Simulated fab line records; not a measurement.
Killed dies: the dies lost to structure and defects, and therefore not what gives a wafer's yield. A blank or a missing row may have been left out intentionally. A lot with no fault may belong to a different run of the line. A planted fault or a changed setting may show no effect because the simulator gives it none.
Comparing a struck lot with a sound one -- flow nand-harc -- 15 steps out of a route of 1159
Sound: the wafers L977.2, L977.5, L977.6. Struck: wafer L992.1. (L992.2, L992.3 of the same lot were not struck and are left out.) The cause comes at the end.
Per side, at each step with rows, come the tool, then ch with its chambers, and then its first start. Under that, the readings that differ: sound wafers -- struck wafers -- difference of the means -- sigmas: that difference in standard deviations of wafers without a fault.
alike: readings whose means differ by less than 2 such deviations, and words and numbers that are the same on both sides. not compared: withheld readings, readings that some wafer has no value for, bounds like >300 that may hide the same value, and numbers for which the record gives no deviation and whose values overlap.
Wherever a step has rows on one side only, a row that says differs or no value, or a row with sigmas, the two part there. When numbers do not overlap yet have no deviation, they are printed without sigmas and do not part them. Lack of a reading on every wafer of one side parts them only where that side has two or more wafers.

first, 8 steps without rows for these wafers: NHARC_A_CONTACT_COAT_61 (time 75 s); NHARC_A_CONTACT_COAT_62 (time 65 s); NHARC_A_CONTACT_COAT_63 (resist thk 90 nm); NHARC_A_CONTACT_SOFTBAKE_64 (time 55 s); NHARC_A_CONTACT_EBR_65; NHARC_A_CONTACT_EXPOSE_66 (exposes mask A CC 2); NHARC_A_CONTACT_PEB_67 (peb time 65 s); NHARC_A_CONTACT_DEVELOP_68 (develop time 35 s).
NHARC_A_CONTACT_CD_MEAS_69: target cd 200 nm.
  sound on cd-sem-02 ch 0, day 16 19:32; struck on cd-sem-03 ch 0, day 20 00:28
  alike: cd-nm
NHARC_A_CONTACT_OVL_MEAS_70:
  struck on overlay-02, day 20 00:34; sound on overlay-02, day 16 19:37
  alike: overlay-x-nm, overlay-y-nm
NHARC_A_CONTACT_INSPECT_71:
  struck on defect-inspect-02, day 20 00:36; sound on defect-inspect-02, day 16 19:40
  alike: raw-defect-count
NHARC_A_CONTACT_DESCUM_74: chemistry O2, time 3 s.
  sound on rie-diel-02 ch 1,2, day 16 19:44; struck on rie-diel-05 ch 2, day 20 00:40
reading,sound,struck,difference,sigmas
drypump-motor-current-A (A),5.4 5.4 5.9,6.7,+1.1,+2
  alike: mfc-ar-sccm, oes-product-au, rf-vpp-V, showerhead-plenum-p-Torr, throttle-valve-pct
  not compared: rf-hours-counter-h
NHARC_A_CONTACT_ETCH_75: etches the open film in CF4, target depth 39 nm, time 65 s.
  sound on rie-diel-02 ch 1,2,3, day 16 19:50; struck on rie-diel-05 ch 0, day 20 00:45
reading,sound,struck,difference,sigmas
rf-vpp-V (V),151.4 152.3 151.1,148.4,-3.2,-3
run-length-s (s),86.5 87.1 87.0,71.0,-15.9,-28
showerhead-plenum-p-Torr (Torr),1.76 1.84 1.80,1.66,-0.14,-2
  alike: drypump-motor-current-A, mfc-ar-sccm, oes-product-au, throttle-valve-pct
  not compared: rf-hours-counter-h
NHARC_A_CONTACT_ETCH_76: etches the open film in N2/H2, target depth 260 nm, time 475.3 s.
  sound: rie-diel-02 ch 1,2; struck: rie-diel-05 ch 0
reading,sound,struck,difference,sigmas
showerhead-plenum-p-Torr (Torr),2.13 2.13 2.03,1.90,-0.20,-2
  alike: drypump-motor-current-A, mfc-ar-sccm, oes-product-au, rf-vpp-V, run-length-s, throttle-valve-pct
  not compared: rf-hours-counter-h
then, 1 step without rows for these wafers: NHARC_END_SORT_01.

== WHERE THEY PART ==
Earliest at NHARC_A_CONTACT_DESCUM_74; latest, in this record, at NHARC_A_CONTACT_ETCH_76.

WHY: the cause the simulator had injected
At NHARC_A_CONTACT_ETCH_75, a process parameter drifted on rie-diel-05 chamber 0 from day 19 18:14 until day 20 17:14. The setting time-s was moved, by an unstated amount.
